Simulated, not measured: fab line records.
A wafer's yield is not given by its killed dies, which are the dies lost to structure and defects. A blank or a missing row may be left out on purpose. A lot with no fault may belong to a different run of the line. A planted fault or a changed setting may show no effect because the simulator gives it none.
The tool behind it: which one? / flow n5-finfet / Sampling: 10 lots, 28 wafers, 5 of 1938 route steps

== WHAT THE GAUGES SHOWED, per wafer ==
N5_BEOL_M1_THK_MEAS_01.
lot=L340; measured=day 6 17:31; on=film-metro-01; M1_ILD_THK (nm)=79.2 78.7 79.4
lot=L343; measured=day 7 08:00; on=film-metro-01; M1_ILD_THK (nm)=78.3 80.2 80.0
lot=L345; measured=day 8 09:54; on=film-metro-02; M1_ILD_THK (nm)=80.3 77.9 80.3
lot=L346; measured=day 8 11:30; on=film-metro-01; M1_ILD_THK (nm)=78.2 79.7 77.9
lot=L347; measured=day 8 13:01; on=film-metro-01; M1_ILD_THK (nm)=78.3 78.1
lot=L348; measured=day 8 18:31; on=film-metro-01; M1_ILD_THK (nm)=78.3 76.5 78.6
lot=L353; measured=day 10 02:58; on=film-metro-02; M1_ILD_THK (nm)=78.3 79.1
lot=L355; measured=day 10 15:25; on=film-metro-02; M1_ILD_THK (nm)=78.9 79.7 81.1
lot=L356; measured=day 10 17:45; on=film-metro-01; M1_ILD_THK (nm)=76.8 76.9 79.6
lot=L357; measured=day 11 00:58; on=film-metro-01; M1_ILD_THK (nm)=79.6 82.0 79.2

== TOOL THAT RAN EACH LOT (tool first, then ch and the chambers of the sampled wafers, then the start) ==
lot=L340; N5_BEOL_M0_ANNEAL_133=pvd-sputter-01, day 6 16:05; N5_BEOL_M0_SPUTTER_141=pvd-sputter-01, day 6 16:14; N5_BEOL_M0_CO_CAP_123=cvd-co-02 ch 0,1, day 6 17:13; N5_BEOL_M1_ILD_DEP_00=pecvd-04 ch 1,2, day 6 17:28
lot=L343; N5_BEOL_M0_ANNEAL_133=pvd-sputter-03, day 7 06:37; N5_BEOL_M0_SPUTTER_141=pvd-sputter-03, day 7 06:47; N5_BEOL_M0_CO_CAP_123=cvd-co-01 ch 0,1, day 7 07:41; N5_BEOL_M1_ILD_DEP_00=pecvd-01 ch 0,1, day 7 07:56
lot=L345; N5_BEOL_M0_ANNEAL_133=pvd-sputter-01, day 8 08:14; N5_BEOL_M0_SPUTTER_141=pvd-sputter-01, day 8 08:23; N5_BEOL_M0_CO_CAP_123=cvd-co-02 ch 0,1,2, day 8 09:35; N5_BEOL_M1_ILD_DEP_00=pecvd-01 ch 0,1, day 8 09:50
lot=L346; N5_BEOL_M0_ANNEAL_133=pvd-sputter-01, day 8 10:10; N5_BEOL_M0_SPUTTER_141=pvd-sputter-01, day 8 10:19; N5_BEOL_M0_CO_CAP_123=cvd-co-01 ch 0,2, day 8 11:11; N5_BEOL_M1_ILD_DEP_00=pecvd-01 ch 1,2, day 8 11:26
lot=L347; N5_BEOL_M0_ANNEAL_133=pvd-sputter-02, day 8 11:40; N5_BEOL_M0_SPUTTER_141=pvd-sputter-02, day 8 11:49; N5_BEOL_M0_CO_CAP_123=cvd-co-02 ch 1, day 8 12:42; N5_BEOL_M1_ILD_DEP_00=pecvd-01 ch 0,2, day 8 12:57
lot=L348; N5_BEOL_M0_ANNEAL_133=pvd-sputter-02, day 8 17:04; N5_BEOL_M0_SPUTTER_141=pvd-sputter-02, day 8 17:14; N5_BEOL_M0_CO_CAP_123=cvd-co-01 ch 0,1,2, day 8 18:11; N5_BEOL_M1_ILD_DEP_00=pecvd-02 ch 0,1, day 8 18:27
lot=L353; N5_BEOL_M0_ANNEAL_133=pvd-sputter-03, day 10 01:29; N5_BEOL_M0_SPUTTER_141=pvd-sputter-03, day 10 01:39; N5_BEOL_M0_CO_CAP_123=cvd-co-02 ch 0,1, day 10 02:39; N5_BEOL_M1_ILD_DEP_00=pecvd-04 ch 1,2, day 10 02:54
lot=L355; N5_BEOL_M0_ANNEAL_133=pvd-sputter-01, day 10 14:03; N5_BEOL_M0_SPUTTER_141=pvd-sputter-01, day 10 14:13; N5_BEOL_M0_CO_CAP_123=cvd-co-02 ch 0,1,2, day 10 15:07; N5_BEOL_M1_ILD_DEP_00=pecvd-02 ch 0,2, day 10 15:21
lot=L356; N5_BEOL_M0_ANNEAL_133=pvd-sputter-01, day 10 16:25; N5_BEOL_M0_SPUTTER_141=pvd-sputter-01, day 10 16:34; N5_BEOL_M0_CO_CAP_123=cvd-co-02 ch 0,2, day 10 17:26; N5_BEOL_M1_ILD_DEP_00=pecvd-04 ch 1,2, day 10 17:41
lot=L357; N5_BEOL_M0_ANNEAL_133=pvd-sputter-02, day 10 22:12; N5_BEOL_M0_SPUTTER_141=pvd-sputter-02, day 10 22:22; N5_BEOL_M0_CO_CAP_123=cvd-co-01 ch 0,2, day 11 00:40; N5_BEOL_M1_ILD_DEP_00=pecvd-01 ch 0,1,2, day 11 00:55
- N5_BEOL_M0_ANNEAL_133: time 60 s.
- N5_BEOL_M0_SPUTTER_141: material Cu, target thk 4 nm, time 7.37 s.
- N5_BEOL_M0_CO_CAP_123: material Co, precursor CCTBA/H2, target thk 2 nm, time 102.1 s.
- N5_BEOL_M1_ILD_DEP_00: deposits SiOC from DEMS/O2, target thk 79 nm, time 15.3 s.

== THE ANSWER, worked out from the rows above alone ==
Rule: the lots themselves supply what counts as usual. The widest of any qualifying gaps counts: lots, ordered by their means at a reading, are off when they make up no more than a third of the lots, leave a main group of 4 or more, and stand apart from it by 3 or more times the standard deviation of that group's means. If all means in a main group match to the digits the tables above print for the reading, that group is not used. Also off: a lot with no number at a reading for which 4 or more lots have one. Where the step has rows for the other lots, those lots are counted as sound.
Nothing can be told from this: no lot is off at any reading shown.

== WHAT WAS PUT IN BY THE SIMULATOR ==
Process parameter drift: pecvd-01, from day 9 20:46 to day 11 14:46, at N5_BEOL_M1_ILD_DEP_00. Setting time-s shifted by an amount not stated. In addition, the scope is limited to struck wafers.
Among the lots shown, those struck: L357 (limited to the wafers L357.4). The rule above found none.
